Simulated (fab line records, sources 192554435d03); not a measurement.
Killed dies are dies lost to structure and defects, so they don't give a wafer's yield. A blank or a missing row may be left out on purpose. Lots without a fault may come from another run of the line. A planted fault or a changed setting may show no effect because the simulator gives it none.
fab line records | flow n5_finfet
record lots=24 wafers=72 last_day=19
route steps=1938 shown BEOL_M10@1509
lots that met no fault: from a run of the same line without faults
start_h: hours from the record's first day to the start of the lot's first wafer shown | wait_h: hours since the lot's step before | " the same as in the row above | L1.1+2: a row that stands for several wafers | - no value, or no start given | * or withheld: withheld | < > ~ a bound
route shown NAME@n: a module of which the file shows steps, and the number in the route of the first | usual: mean/standard deviation of fault-free wafers | same: alike in all rows | chamber/n: place in a boat | sites: the reading at each site | _std_site: their standard deviation | _edge_site: outer sites' mean less inner sites' | radius_mm: how far each site lies from the wafer's centre | mask NAME#n: copy n | behind: the tool/chamber that last shaped the wafer | hold: why the lot was held/for how many hours/how that ended | device: the transistor (n, p or np) that didn't switch | end of line: the same wafers' tests at the end of the route | a step without rows: its recipe alone | killed: dies lost to structure and defects at the first sort, not the wafer's yield | map: a wafer's dies, x killed, . not, _ none there
set.NAME: the setting as run; set.NAME@STEP: as run at that earlier step | model.NAME: the simulator's own value behind a step, which no gauge read
steps of the route over a sample of lots; a table a step, a row a wafer
services: from which hour (start_h, from the record's first day; less than 0 if before it) a tool's chamber was out of use, for how many hours, and why
## steps
# step N5_BEOL_M10_VIA_ETCH_34
# recipe chemistry=C4F6/O2 target=SiCOH_lowk target_depth_a=1845 mask_material=SOC taper_deg=4 time_s=69.2 ion_energy_ev=250 pressure_mtorr=30 source_w=345 bias_w=185 Ar_flow_sccm=300 C4F6_flow_sccm=10 O2_flow_sccm=10
# usual drypump_motor_current_A=5.8/0.48 oes_product_au=0.81/0.1 rf_vpp_V=672/12 showerhead_plenum_p_Torr=2.88/0.11 throttle_valve_pct=20.87/0.27
# columns lot.wafer tool chamber start_h wait_h drypump_motor_current_A oes_product_au rf_hours_counter_h rf_vpp_V showerhead_plenum_p_Torr throttle_valve_pct
L074.2 rie_diel-02 3 256.07 0.0 4.9 0.70 242 684 2.78 20.87
L074.5 " 2 " " 6.4 0.81 - 682 3.00 20.88
L074.6 " 3 " " 4.9 0.70 - 683 2.78 20.85
L075.2 rie_diel-04 2 256.24 0.0 6.1 0.72 216 654 2.72 20.87
L075.4 " 0 " " 5.6 0.77 111 643 2.74 20.52
L075.5 " 1 " " 5.3 0.69 - 671 2.94 21.40
L078.1 rie_diel-02 2 263.84 0.0 6.4 0.81 98 683 2.99 20.89
L078.2 " 3 " " 4.9 0.69 245 685 2.78 20.85
L078.6 " 1 " " 5.8 0.68 - 663 2.91 21.08
L077.2 rie_diel-04 1 264.33 0.0 5.3 0.68 239 670 2.94 21.41
L077.3 " 3 " " 5.7 0.68 242 667 2.92 21.32
L077.6 " 3 " " 5.7 0.67 - 668 2.92 21.33
L076.2 rie_diel-02 2 273.42 0.0 6.4 0.81 100 685 2.99 20.91
L076.4 " 1 " " 5.8 0.68 234 662 2.91 21.07
L076.6 " 1 " " 5.8 0.68 - 661 2.91 21.08
L079.1 rie_diel-05 3 277.29 0.0 6.1 0.72 200 670 2.82 21.05
L079.4 " 2 " " 5.5 0.70 236 670 2.90 20.70
L079.5 " 2 " " 5.5 0.71 - 670 2.90 20.73
L080.1 rie_diel-02 0 277.46 0.0 5.8 0.93 17 679 3.03 20.58
L080.3 " 3 " " 4.9 0.69 249 686 2.78 20.86
L080.6 " 0 " " 5.8 0.92 - 680 3.03 20.57
L081.3 rie_diel-04 1 285.36 0.0 5.3 0.68 247 671 2.94 21.42
L081.5 " 0 " " 5.6 0.75 - 643 2.74 20.55
L081.6 " 1 " " 5.3 0.69 - 671 2.94 21.42
L082.3 rie_diel-04 1 299.09 0.0 5.3 0.67 254 671 2.94 21.42
L082.5 " 2 " " 6.0 0.71 - 653 2.71 20.90
L082.6 " 1 " " 5.3 0.68 - 670 2.94 21.45
L085.4 rie_diel-05 3 309.61 0.0 6.1 0.71 - 668 2.82 21.06
L085.5 " 1 " " 6.5 0.92 - 680 3.04 20.94
L085.6 " 2 " " 5.5 0.69 - 670 2.90 20.72
L083.2 rie_diel-02 1 309.76 0.0 5.8 0.67 249 662 2.90 21.10
L083.3 " 2 " " 6.4 0.78 116 681 2.98 20.92
L083.4 " 3 " " 4.9 0.99 - 684 2.78 20.46
L086.2 rie_diel-02 1 313.53 0.0 5.8 0.67 251 663 2.90 21.10
L086.5 " 3 " " 4.9 0.99 - 684 2.78 20.46
L086.6 " 1 " " 5.8 0.67 - 664 2.90 21.07
L084.1 rie_diel-02 0 320.62 0.0 5.8 0.89 31 679 3.02 20.59
L084.4 " 0 " " 5.8 0.90 - 678 3.02 20.61
L084.5 " 3 " " 4.9 0.98 - 684 2.78 20.47
L087.4 rie_diel-05 0 329.77 0.0 5.6 0.99 - 686 2.80 20.96
L087.5 " 1 " " 6.5 0.90 - 678 3.03 20.96
L087.6 " 3 " " 6.1 0.70 - 666 2.82 21.06
L088.2 rie_diel-04 3 353.91 0.0 5.7 0.92 14 667 2.91 21.09
L088.3 " 2 " " 6.1 0.70 249 656 2.70 20.91
L088.4 " 0 " " 5.6 0.74 144 645 2.73 20.57
L091.1 rie_diel-02 0 356.08 0.0 5.8 0.85 53 681 3.01 20.63
L091.2 " 3 " " 4.9 0.92 30 682 2.77 20.52
L091.4 " 0 " " 5.8 0.84 - 679 3.01 20.65
L089.1 rie_diel-04 1 356.46 0.0 5.3 0.91 10 671 2.93 21.15
L089.5 " 1 " " 5.3 0.90 - 670 2.93 21.18
L089.6 " 0 " " 5.6 0.74 - 644 2.73 20.57
L090.3 rie_diel-02 0 356.54 0.0 5.8 0.85 54 678 3.01 20.62
L090.4 " 0 " " 5.7 0.85 - 678 3.01 20.61
L090.5 " 3 " " 4.9 0.92 - 685 2.77 20.50
L093.3 rie_diel-05 1 356.59 0.0 6.5 0.88 33 678 3.03 20.95
L093.4 " 0 " " 5.6 0.95 9 686 2.80 20.97
L093.6 " 3 " " 6.1 0.70 - 667 2.81 21.09
L092.1 rie_diel-05 0 365.62 0.0 5.6 0.95 11 685 2.80 20.97
L092.3 " 2 " " 5.5 0.94 8 669 2.89 20.29
L092.5 " 0 " " 5.6 0.95 - 684 2.80 20.97
L094.1 rie_diel-02 2 383.82 0.0 6.4 0.76 143 683 2.97 20.97
L094.2 " 0 " " 5.8 0.84 66 679 3.00 20.65
L094.5 " 2 " " 6.4 0.77 - 683 2.97 20.97
L096.2 rie_diel-04 0 389.85 0.0 5.6 0.72 158 643 2.72 20.59
L096.3 " 1 " " 5.3 0.89 26 671 2.92 21.18
L096.6 " 2 " " 6.0 0.95 - 665 3.04 20.50
L095.1 rie_diel-02 3 390.30 0.0 4.9 0.89 45 682 2.76 20.54
L095.4 " 0 " " 5.8 0.83 - 680 3.00 20.64
L095.5 " 2 " " 6.4 0.76 - 682 2.97 20.95
L097.3 rie_diel-05 0 393.16 0.0 5.6 0.92 20 686 2.79 20.99
L097.4 " 1 " " 6.5 0.85 - 679 3.02 20.97
L097.5 " 3 " " 6.1 0.69 - 667 2.81 21.11
# step N5_BEOL_M10_STRIP_36
# recipe chemistry=N2/H2 power_w=450 temp_c=40 pressure_mtorr=20 rf_frequency_hz=6e+07 overash_fraction=0.3 bias_power_w=7 h2_frac=0.5 n2_flow_sccm=200 h2_flow_sccm=200
# usual drypump_motor_current_A=5.8/0.48 oes_product_au=0.81/0.11 rf_vpp_V=59.0/1.9 showerhead_plenum_p_Torr=2.58/0.094 throttle_valve_pct=23.63/0.27
# columns lot.wafer tool chamber start_h wait_h drypump_motor_current_A oes_product_au rf_hours_counter_h rf_vpp_V showerhead_plenum_p_Torr throttle_valve_pct
L074.2 rie_diel-02 3 256.13 0.0 4.9 0.69 242 59.6 2.51 23.74
L074.5 " 2 " " 6.4 0.78 - 58.4 2.68 23.67
L074.6 " 3 " " 4.9 0.69 - 57.3 2.51 23.76
L075.2 rie_diel-04 2 256.30 0.0 6.1 0.72 216 57.1 2.42 23.83
L075.4 " 0 " " 5.6 0.77 111 57.3 2.43 23.06
L075.5 " 1 " " 5.3 0.70 - 56.1 2.62 23.92
L078.1 rie_diel-02 2 263.90 0.0 6.4 0.79 98 59.3 2.68 23.64
L078.2 " 3 " " 4.9 0.69 245 60.2 2.51 23.75
L078.6 " 1 " " 5.8 0.70 - 55.3 2.62 23.93
L077.2 rie_diel-04 1 264.39 0.0 5.3 0.69 239 59.4 2.62 23.98
L077.3 " 3 " " 5.7 0.67 242 60.0 2.62 24.02
L077.6 " 3 " " 5.7 0.67 - 58.7 2.62 24.00
L076.2 rie_diel-02 2 273.48 0.0 6.4 0.77 100 61.5 2.68 23.67
L076.4 " 1 " " 5.8 0.68 234 60.2 2.62 23.90
L076.6 " 1 " " 5.8 0.69 - 58.3 2.62 23.90
L079.1 rie_diel-05 3 277.35 0.0 6.1 0.71 200 59.7 2.51 23.61
L079.4 " 2 " " 5.5 0.70 236 59.7 2.62 23.83
L079.5 " 2 " " 5.5 0.70 - 61.4 2.62 23.81
L080.1 rie_diel-02 0 277.52 0.0 5.8 0.93 17 59.8 2.69 23.32
L080.3 " 3 " " 4.9 0.69 249 59.0 2.51 23.82
L080.6 " 0 " " 5.8 0.93 - 53.4 2.69 23.30
L081.3 rie_diel-04 1 285.42 0.0 5.3 0.69 247 62.8 2.61 23.93
L081.5 " 0 " " 5.6 0.76 - 60.0 2.43 23.08
L081.6 " 1 " " 5.4 0.69 - 58.8 2.61 23.99
L082.3 rie_diel-04 1 299.15 0.0 5.3 0.67 254 58.4 2.61 23.97
L082.5 " 2 " " 6.1 0.69 - 57.4 2.41 23.85
L082.6 " 1 " " 5.4 0.68 - 58.0 2.61 23.97
L085.4 rie_diel-05 3 309.67 0.0 6.1 0.69 - 61.4 2.50 23.62
L085.5 " 1 " " 6.5 0.92 - 57.9 2.69 23.68
L085.6 " 2 " " 5.5 0.70 - 60.4 2.62 23.80
L083.2 rie_diel-02 1 309.82 0.0 5.8 0.66 249 59.8 2.62 23.90
L083.3 " 2 " " 6.4 0.77 116 59.7 2.67 23.68
L083.4 " 3 " " 4.9 1.01 - 61.3 2.51 23.34
L086.2 rie_diel-02 1 313.59 0.0 5.8 0.67 251 57.8 2.62 23.95
L086.5 " 3 " " 4.9 0.98 - 59.8 2.51 23.35
L086.6 " 1 " " 5.8 0.67 - 57.3 2.61 23.93
L084.1 rie_diel-02 0 320.68 0.0 5.8 0.88 31 59.3 2.68 23.34
L084.4 " 0 " " 5.8 0.90 - 57.3 2.68 23.32
L084.5 " 3 " " 4.9 0.98 - 58.5 2.51 23.36
L087.4 rie_diel-05 0 329.82 0.0 5.6 1.02 - 57.7 2.51 23.72
L087.5 " 1 " " 6.4 0.92 - 58.5 2.68 23.69
L087.6 " 3 " " 6.1 0.71 - 60.2 2.50 23.66
L088.2 rie_diel-04 3 353.97 0.0 5.7 0.91 14 58.6 2.61 24.02
L088.3 " 2 " " 6.1 0.69 249 56.6 2.41 23.90
L088.4 " 0 " " 5.6 0.73 144 60.4 2.42 23.12
L091.1 rie_diel-02 0 356.14 0.0 5.8 0.87 53 58.0 2.67 23.34
L091.2 " 3 " " 4.9 0.92 30 57.5 2.50 23.38
L091.4 " 0 " " 5.8 0.87 - 61.0 2.67 23.36
L089.1 rie_diel-04 1 356.52 0.0 5.3 0.92 10 58.2 2.60 23.84
L089.5 " 1 " " 5.3 0.93 - 58.4 2.60 23.88
L089.6 " 0 " " 5.6 0.75 - 57.8 2.42 23.12
L090.3 rie_diel-02 0 356.60 0.0 5.8 0.85 54 58.7 2.67 23.36
L090.4 " 0 " " 5.8 0.84 - 61.9 2.67 23.40
L090.5 " 3 " " 4.9 0.91 - 59.5 2.50 23.38
L093.3 rie_diel-05 1 356.65 0.0 6.5 0.90 33 58.6 2.68 23.73
L093.4 " 0 " " 5.6 0.96 9 57.8 2.51 23.78
L093.6 " 3 " " 6.1 0.70 - 61.5 2.50 23.60
L092.1 rie_diel-05 0 365.68 0.0 5.6 0.96 11 62.0 2.51 23.75
L092.3 " 2 " " 5.5 0.95 8 54.6 2.61 23.32
L092.5 " 0 " " 5.6 0.94 - 63.3 2.51 23.74
L094.1 rie_diel-02 2 383.88 0.0 6.4 0.76 143 60.2 2.66 23.70
L094.2 " 0 " " 5.8 0.83 66 61.2 2.67 23.37
L094.5 " 2 " " 6.4 0.75 - 59.3 2.66 23.71
L096.2 rie_diel-04 0 389.91 0.0 5.6 0.71 158 58.9 2.41 23.09
L096.3 " 1 " " 5.3 0.88 26 59.2 2.60 23.90
L096.6 " 2 " " 6.1 0.95 - 58.6 2.73 23.46
L095.1 rie_diel-02 3 390.36 0.0 4.9 0.89 45 59.6 2.49 23.37
L095.4 " 0 " " 5.8 0.84 - 59.3 2.67 23.39
L095.5 " 2 " " 6.4 0.75 - 59.0 2.66 23.73
L097.3 rie_diel-05 0 393.22 0.0 5.6 0.93 20 56.5 2.51 23.72
L097.4 " 1 " " 6.5 0.88 - 61.2 2.67 23.75
L097.5 " 3 " " 6.1 0.69 - 52.3 2.49 23.65
# step N5_BEOL_M10_ETCH_41
# recipe chemistry=CH3F/O2 target=SiCN target_depth_a=426 taper_deg=2 time_s=86 ion_energy_ev=120 mask_material=TiN pressure_mtorr=30 source_w=395 bias_w=75 Ar_flow_sccm=150 CH3F_flow_sccm=30 O2_flow_sccm=20
# usual drypump_motor_current_A=5.8/0.48 oes_product_au=0.81/0.1 rf_vpp_V=297.8/1.7 showerhead_plenum_p_Torr=2.03/0.079 throttle_valve_pct=16.28/0.26
# columns lot.wafer tool chamber start_h wait_h drypump_motor_current_A oes_product_au rf_hours_counter_h rf_vpp_V showerhead_plenum_p_Torr throttle_valve_pct
L074.2 rie_diel-02 3 - - 4.9 0.70 242 296.5 1.96 16.37
L074.5 " 2 " " 6.4 0.81 - 298.4 2.11 16.27
L074.6 " 3 " " 4.9 0.70 - 297.6 1.96 16.37
L075.2 rie_diel-04 2 - - 6.0 0.72 216 295.0 1.90 16.32
L075.4 " 0 " " 5.6 0.77 111 296.4 1.93 15.99
L075.5 " 1 " " 5.3 0.68 - 297.8 2.07 16.83
L078.1 rie_diel-02 2 - - 6.4 0.81 98 300.1 2.11 16.28
L078.2 " 3 " " 4.9 0.69 245 297.5 1.95 16.38
L078.6 " 1 " " 5.8 0.69 - 298.0 2.05 16.54
L077.2 rie_diel-04 1 - - 5.3 0.69 239 298.6 2.07 16.82
L077.3 " 3 " " 5.7 0.66 242 296.8 2.05 16.79
L077.6 " 3 " " 5.7 0.68 - 299.3 2.05 16.77
L076.2 rie_diel-02 2 - - 6.4 0.80 100 299.6 2.11 16.30
L076.4 " 1 " " 5.8 0.67 234 297.5 2.05 16.56
L076.6 " 1 " " 5.8 0.67 - 297.5 2.05 16.55
L079.1 rie_diel-05 3 - - 6.1 0.72 200 297.0 1.98 16.49
L079.4 " 2 " " 5.5 0.70 236 299.5 2.04 16.21
L079.5 " 2 " " 5.5 0.70 - 298.8 2.04 16.22
L080.1 rie_diel-02 0 - - 5.8 0.92 17 298.8 2.13 15.94
L080.3 " 3 " " 4.9 0.69 249 296.7 1.95 16.41
L080.6 " 0 " " 5.8 0.92 - 299.6 2.13 15.94
L081.3 rie_diel-04 1 - - 5.3 0.68 247 297.4 2.07 16.85
L081.5 " 0 " " 5.6 0.75 - 294.7 1.92 16.01
L081.6 " 1 " " 5.3 0.68 - 297.5 2.07 16.85
L082.3 rie_diel-04 1 - - 5.3 0.68 254 298.7 2.06 16.85
L082.5 " 2 " " 6.1 0.71 - 294.3 1.90 16.34
L082.6 " 1 " " 5.3 0.68 - 297.4 2.06 16.84
L085.4 rie_diel-05 3 - - 6.1 0.71 - 297.4 1.98 16.50
L085.5 " 1 " " 6.5 0.93 - 299.0 2.14 16.23
L085.6 " 2 " " 5.5 0.70 - 299.2 2.04 16.23
L083.2 rie_diel-02 1 - - 5.8 0.67 249 297.2 2.04 16.58
L083.3 " 2 " " 6.4 0.79 116 299.3 2.10 16.32
L083.4 " 3 " " 4.9 1.00 - 296.4 1.95 15.88
L086.2 rie_diel-02 1 - - 5.8 0.66 251 298.6 2.04 16.60
L086.5 " 3 " " 4.9 0.99 - 295.9 1.95 15.89
L086.6 " 1 " " 5.8 0.67 - 298.0 2.04 16.59
L084.1 rie_diel-02 0 - - 5.8 0.89 31 301.7 2.13 15.96
L084.4 " 0 " " 5.8 0.88 - 299.7 2.13 15.94
L084.5 " 3 " " 4.9 0.97 - 295.5 1.95 15.91
L087.4 rie_diel-05 0 - - 5.6 0.99 - 295.9 1.97 16.32
L087.5 " 1 " " 6.5 0.90 - 300.1 2.13 16.25
L087.6 " 3 " " 6.1 0.70 - 296.8 1.98 16.51
L088.2 rie_diel-04 3 - - 5.7 0.91 14 299.4 2.05 16.44
L088.3 " 2 " " 6.1 0.70 249 295.2 1.89 16.37
L088.4 " 0 " " 5.6 0.74 144 295.3 1.91 16.04
L091.1 rie_diel-02 0 - - 5.8 0.86 53 300.3 2.12 16.01
L091.2 " 3 " " 4.9 0.92 30 297.0 1.94 15.92
L091.4 " 0 " " 5.8 0.85 - 299.8 2.12 16.02
L089.1 rie_diel-04 1 - - 5.3 0.90 10 297.7 2.06 16.44
L089.5 " 1 " " 5.3 0.91 - 299.2 2.06 16.44
L089.6 " 0 " " 5.6 0.73 - 297.1 1.91 16.05
L090.3 rie_diel-02 0 - - 5.8 0.85 54 299.9 2.12 16.01
L090.4 " 0 " " 5.8 0.84 - 299.2 2.12 16.01
L090.5 " 3 " " 4.9 0.92 - 293.9 1.94 15.95
L093.3 rie_diel-05 1 - - 6.5 0.89 33 299.7 2.13 16.25
L093.4 " 0 " " 5.6 0.96 9 296.9 1.96 16.28
L093.6 " 3 " " 6.1 0.70 - 296.2 1.97 16.54
L092.1 rie_diel-05 0 - - 5.6 0.95 11 298.0 1.96 16.32
L092.3 " 2 " " 5.5 0.95 8 300.0 2.04 15.74
L092.5 " 0 " " 5.5 0.95 - 295.7 1.96 16.31
L094.1 rie_diel-02 2 - - 6.4 0.77 143 300.0 2.09 16.37
L094.2 " 0 " " 5.7 0.83 66 299.6 2.12 16.03
L094.5 " 2 " " 6.4 0.77 - 299.7 2.09 16.37
L096.2 rie_diel-04 0 - - 5.6 0.71 158 295.9 1.91 16.08
L096.3 " 1 " " 5.3 0.87 26 297.8 2.05 16.47
L096.6 " 2 " " 6.0 0.94 - 299.0 2.14 15.87
L095.1 rie_diel-02 3 - - 4.9 0.88 45 296.8 1.94 15.96
L095.4 " 0 " " 5.8 0.83 - 300.3 2.12 16.04
L095.5 " 2 " " 6.4 0.76 - 299.0 2.09 16.37
L097.3 rie_diel-05 0 - - 5.6 0.92 21 296.0 1.96 16.34
L097.4 " 1 " " 6.5 0.86 - 299.1 2.13 16.27
L097.5 " 3 " " 6.1 0.69 - 296.8 1.97 16.56
# step N5_BEOL_M10_CD_MEAS_35
# recipe target_cd_nm=70 polarity=opening
# usual cd_nm=70.1/0.59
# columns lot.wafer tool chamber start_h wait_h cd_nm
L074.2 cd_sem-03 - 256.51 0.0 69.9
L074.5 " - " " 70.1
L074.6 " - " " 70.4
L075.2 cd_sem-03 - 256.69 0.0 70.7
L075.4 " - " " 70.0
L075.5 " - " " 70.0
L078.1 cd_sem-01 - 264.27 0.0 68.9
L078.2 " - " " 69.5
L078.6 " - " " 69.6
L077.2 cd_sem-02 - 264.77 0.0 71.1
L077.3 " - " " 71.1
L077.6 " - " " 70.5
L076.2 cd_sem-03 - 273.86 0.0 70.8
L076.4 " - " " 70.6
L076.6 " - " " 69.5
L079.1 cd_sem-03 - 277.72 0.0 69.7
L079.4 " - " " 69.9
L079.5 " - " " 70.5
L080.1 cd_sem-01 - 277.89 0.0 70.0
L080.3 " - " " 69.8
L080.6 " - " " 70.4
L081.3 cd_sem-01 - 285.80 0.0 69.7
L081.5 " - " " 70.0
L081.6 " - " " 70.6
L082.3 cd_sem-03 - 299.53 0.0 69.6
L082.5 " - " " 70.7
L082.6 " - " " 71.5
L085.4 cd_sem-02 - 310.02 0.0 70.3
L085.5 " - " " 70.4
L085.6 " - " " 70.2
L083.2 cd_sem-02 - 310.20 0.0 69.2
L083.3 " - " " 70.2
L083.4 " - " " 70.1
L086.2 cd_sem-03 - 313.97 0.0 69.1
L086.5 " - " " 69.6
L086.6 " - " " 69.8
L084.1 cd_sem-02 - 321.07 0.0 69.5
L084.4 " - " " 70.2
L084.5 " - " " 70.8
L087.4 cd_sem-01 - 330.18 0.0 69.7
L087.5 " - " " 69.7
L087.6 " - " " 70.0
L088.2 cd_sem-01 - 354.35 0.0 69.1
L088.3 " - " " 69.4
L088.4 " - " " 68.9
L091.1 cd_sem-03 - 356.51 0.0 69.9
L091.2 " - " " 69.6
L091.4 " - " " 69.3
L089.1 cd_sem-02 - 356.89 0.0 70.0
L089.5 " - " " 70.2
L089.6 " - " " 70.4
L090.3 cd_sem-03 - 356.98 0.0 70.4
L090.4 " - " " 70.0
L090.5 " - " " 70.9
L093.3 cd_sem-02 - 357.03 0.0 69.9
L093.4 " - " " 70.4
L093.6 " - " " 70.2
L092.1 cd_sem-02 - 366.06 0.0 70.4
L092.3 " - " " 69.9
L092.5 " - " " 70.1
L094.1 cd_sem-03 - 384.26 0.0 70.6
L094.2 " - " " 69.7
L094.5 " - " " 70.4
L096.2 cd_sem-03 - 390.29 0.0 70.0
L096.3 " - " " 70.5
L096.6 " - " " 69.5
L095.1 cd_sem-02 - 390.74 0.0 70.7
L095.4 " - " " 69.8
L095.5 " - " " 68.8
L097.3 cd_sem-03 - 393.60 0.0 69.4
L097.4 " - " " 70.0
L097.5 " - " " 69.8
# step N5_BEOL_M10_SPUTTER_48
# recipe material=Cu target_thk_a=120 temp_c=-20 bias_v=60 power_w=26000 chamber_pressure_pa=0.13 time_s=2
# usual chuck_gas_flow_sccm=1.27/0.05 substrate_temp_c=-20.00/0.096 throttle_valve_pct=30.4/0.92
# columns lot.wafer tool chamber start_h wait_h chuck_gas_flow_sccm substrate_temp_c throttle_valve_pct
L074.2 pvd_sputter-01 - 257.54 0.1 1.19 -20.11 28.2
L074.5 " - " " 1.21 -20.01 30.4
L074.6 " - " " 1.25 -20.09 28.0
L075.2 pvd_sputter-01 - 258.30 0.1 1.26 -19.93 28.2
L075.4 " - " " 1.26 -19.80 30.2
L075.5 " - " " 1.28 -19.83 30.4
L078.1 pvd_sputter-03 - 265.67 0.1 1.23 -20.11 29.8
L078.2 " - " " 1.23 -20.10 30.3
L078.6 " - " " 1.12 -19.95 29.9
L077.2 pvd_sputter-03 - 266.01 0.1 1.34 -19.98 31.9
L077.3 " - " " 1.26 -20.03 29.7
L077.6 " - " " 1.21 -19.99 31.6
L076.2 pvd_sputter-02 - 276.18 0.5 1.30 -19.89 31.8
L076.4 " - " " 1.28 -19.87 30.3
L076.6 " - " " 1.31 -19.94 32.0
L080.1 pvd_sputter-02 - 279.36 0.2 1.29 -19.81 31.9
L080.3 " - " " 1.21 -20.03 30.1
L080.6 " - " " 1.31 -20.01 29.3
L079.1 pvd_sputter-03 - 279.41 0.2 1.28 -20.03 30.2
L079.4 " - " " 1.23 -20.18 31.3
L079.5 " - " " 1.30 -20.01 31.8
L081.3 pvd_sputter-03 - 287.89 0.2 1.35 -19.87 31.6
L081.5 " - " " 1.22 -19.88 30.1
L081.6 " - " " 1.37 -19.83 29.8
L082.3 pvd_sputter-03 - 301.05 0.1 1.27 -20.12 31.7
L082.5 " - " " 1.24 -20.12 29.7
L082.6 " - " " 1.24 -20.02 30.0
L085.4 pvd_sputter-02 - 311.86 0.0 1.30 -20.05 30.1
L085.5 " - " " 1.30 -19.88 30.0
L085.6 " - " " 1.27 -19.99 30.4
L083.2 pvd_sputter-02 - 312.34 0.3 1.22 -20.17 29.6
L083.3 " - " " 1.35 -20.03 29.6
L083.4 " - " " 1.33 -19.72 30.2
L086.2 pvd_sputter-03 - 315.00 0.1 1.24 -19.99 29.8
L086.5 " - " " 1.29 -19.93 31.3
L086.6 " - " " 1.28 -20.02 29.9
L084.1 pvd_sputter-03 - 322.49 0.1 1.21 -20.07 30.0
L084.4 " - " " 1.40 -20.02 31.9
L084.5 " - " " 1.27 -20.00 31.5
L087.4 pvd_sputter-03 - 331.81 0.3 1.20 -20.14 30.3
L087.5 " - " " 1.26 -19.95 31.4
L087.6 " - " " 1.25 -20.08 29.9
L088.2 pvd_sputter-01 - 355.61 0.1 1.31 -20.11 30.7
L088.3 " - " " 1.28 -20.15 30.0
L088.4 " - " " 1.24 -20.20 28.2
L091.1 pvd_sputter-03 - 357.50 0.1 1.30 -20.02 31.3
L091.2 " - " " 1.29 -20.10 29.9
L091.4 " - " " 1.24 -19.92 31.4
L089.1 pvd_sputter-03 - 358.04 0.2 1.28 -19.82 30.0
L089.5 " - " " 1.24 -20.08 30.2
L089.6 " - " " 1.40 -20.08 31.4
L090.3 pvd_sputter-03 - 358.26 0.2 1.33 -20.03 31.3
L090.4 " - " " 1.33 -20.01 30.0
L090.5 " - " " 1.30 -19.81 31.8
L093.3 pvd_sputter-02 - 359.22 0.9 1.28 -19.87 30.0
L093.4 " - " " 1.27 -19.82 31.7
L093.6 " - " " 1.30 -19.86 30.4
L092.1 pvd_sputter-01 - 367.07 0.1 1.22 -19.89 30.2
L092.3 " - " " 1.26 -19.93 30.6
L092.5 " - " " 1.27 -20.00 30.3
L094.1 pvd_sputter-02 - 385.63 0.2 1.27 -20.09 29.8
L094.2 " - " " 1.31 -19.96 29.8
L094.5 " - " " 1.31 -20.00 29.5
L096.2 pvd_sputter-03 - 391.42 0.1 1.25 -19.98 29.8
L096.3 " - " " 1.22 -19.98 30.9
L096.6 " - " " 1.25 -19.92 30.0
L095.1 pvd_sputter-01 - 393.42 0.1 1.25 -19.96 30.4
L095.4 " - " " 1.35 -20.01 30.1
L095.5 " - " " 1.31 -20.03 30.2
L097.3 pvd_sputter-02 - 394.80 0.2 1.25 -19.90 29.5
L097.4 " - " " 1.27 -20.12 30.4
L097.5 " - " " 1.31 -19.97 31.7
# step N5_BEOL_M10_ANNEAL_51
# recipe temp_c=225 time_s=90 ambient=N2
# usual wafer_temp_C_max=225.85/0.27
# columns lot.wafer tool chamber start_h wait_h wafer_temp_C_max
L074.2 rtp_anneal-01 0 257.82 0.1 225.48
L074.5 " 0 " " 225.36
L074.6 " 0 " " 225.83
L075.2 rtp_anneal-02 0 259.10 0.6 226.29
L075.4 " 0 " " 225.75
L075.5 " 0 " " 225.90
L078.1 rtp_anneal-02 0 266.10 0.3 225.82
L078.2 " 0 " " 225.82
L078.6 " 0 " " 226.24
L077.2 rtp_anneal-01 0 266.76 0.6 225.81
L077.3 " 0 " " 225.82
L077.6 " 0 " " 225.35
L076.2 rtp_anneal-02 0 276.46 0.1 225.83
L076.4 " 0 " " 226.02
L076.6 " 0 " " 225.87
L080.1 rtp_anneal-01 0 280.02 0.5 225.58
L080.3 " 0 " " 225.64
L080.6 " 0 " " 225.65
L079.1 rtp_anneal-01 0 280.47 0.9 225.88
L079.4 " 0 " " 225.64
L079.5 " 0 " " 225.99
L081.3 rtp_anneal-02 0 288.21 0.1 226.01
L081.5 " 0 " " 226.02
L081.6 " 0 " " 225.91
L082.3 rtp_anneal-01 0 304.71 3.5 225.78
L082.5 " 0 " " 225.94
L082.6 " 0 " " 225.96
L085.4 rtp_anneal-01 0 313.53 1.5 225.30
L085.5 " 0 " " 225.95
L085.6 " 0 " " 225.75
L083.2 rtp_anneal-01 0 314.16 1.7 226.03
L083.3 " 0 " " 225.95
L083.4 " 0 " " 225.57
L086.2 rtp_anneal-01 0 317.79 2.7 225.59
L086.5 " 0 " " 226.00
L086.6 " 0 " " 225.79
L084.1 rtp_anneal-02 0 322.72 0.1 226.03
L084.4 " 0 " " 226.18
L084.5 " 0 " " 226.20
L087.4 rtp_anneal-02 0 332.17 0.2 226.12
L087.5 " 0 " " 226.35
L087.6 " 0 " " 226.10
L088.2 rtp_anneal-02 0 355.88 0.1 225.81
L088.3 " 0 " " 225.94
L088.4 " 0 " " 226.20
L091.1 rtp_anneal-02 0 357.73 0.1 225.63
L091.2 " 0 " " 225.62
L091.4 " 0 " " 225.70
L089.1 rtp_anneal-02 0 358.27 0.1 226.04
L089.5 " 0 " " 226.23
L089.6 " 0 " " 225.90
L090.3 rtp_anneal-01 0 358.58 0.1 225.96
L090.4 " 0 " " 225.57
L090.5 " 0 " " 225.43
L093.3 rtp_anneal-02 0 359.62 0.2 225.67
L093.4 " 0 " " 225.82
L093.6 " 0 " " 226.23
L092.1 rtp_anneal-02 0 367.29 0.1 226.24
L092.3 " 0 " " 226.41
L092.5 " 0 " " 226.88
L094.1 rtp_anneal-02 0 386.49 0.7 226.13
L094.2 " 0 " " 225.64
L094.5 " 0 " " 225.63
L096.2 rtp_anneal-02 0 391.91 0.3 226.01
L096.3 " 0 " " 225.80
L096.6 " 0 " " 226.10
L095.1 rtp_anneal-01 0 393.88 0.3 225.78
L095.4 " 0 " " 225.89
L095.5 " 0 " " 225.70
L097.3 rtp_anneal-01 0 396.46 1.5 225.83
L097.4 " 0 " " 225.71
L097.5 " 0 " " 225.47
## services
# columns tool chamber start_h hours kind
rie_diel-02 1 236.01 1.8 repair
rie_diel-04 - 241.54 0.5 repair
rie_diel-02 - 268.92 2.8 pm
pvd_sputter-01 - 272.01 0.5 repair
rie_diel-02 3 279.76 - clean
rie_diel-02 3 279.76 - consumable_replace:focus_ring
rie_diel-02 3 279.76 24.2 scheduled_down
rie_diel-02 3 279.76 24.2 vent_cycle
rie_diel-05 2 293.30 10.5 repair
rtp_anneal-02 - 294.48 22.1 pm
rie_diel-05 - 300.33 0.8 repair
rie_diel-02 0 304.01 13.7 repair
rie_diel-02 1 317.69 - clean
rie_diel-02 1 317.69 - consumable_replace:focus_ring
rie_diel-02 1 317.69 29.6 scheduled_down
rie_diel-02 1 317.69 29.6 vent_cycle
rie_diel-04 - 328.22 20.3 repair
rie_diel-02 2 329.23 17.8 repair
rie_diel-05 - 333.67 14.6 pm
rie_diel-05 0 359.71 4.8 repair
rie_diel-04 3 360.47 4.1 repair
pvd_sputter-02 - 375.57 6.0 repair
rie_diel-02 1 377.18 19.5 repair
pvd_sputter-03 - 378.12 2.5 repair
## key
fault none
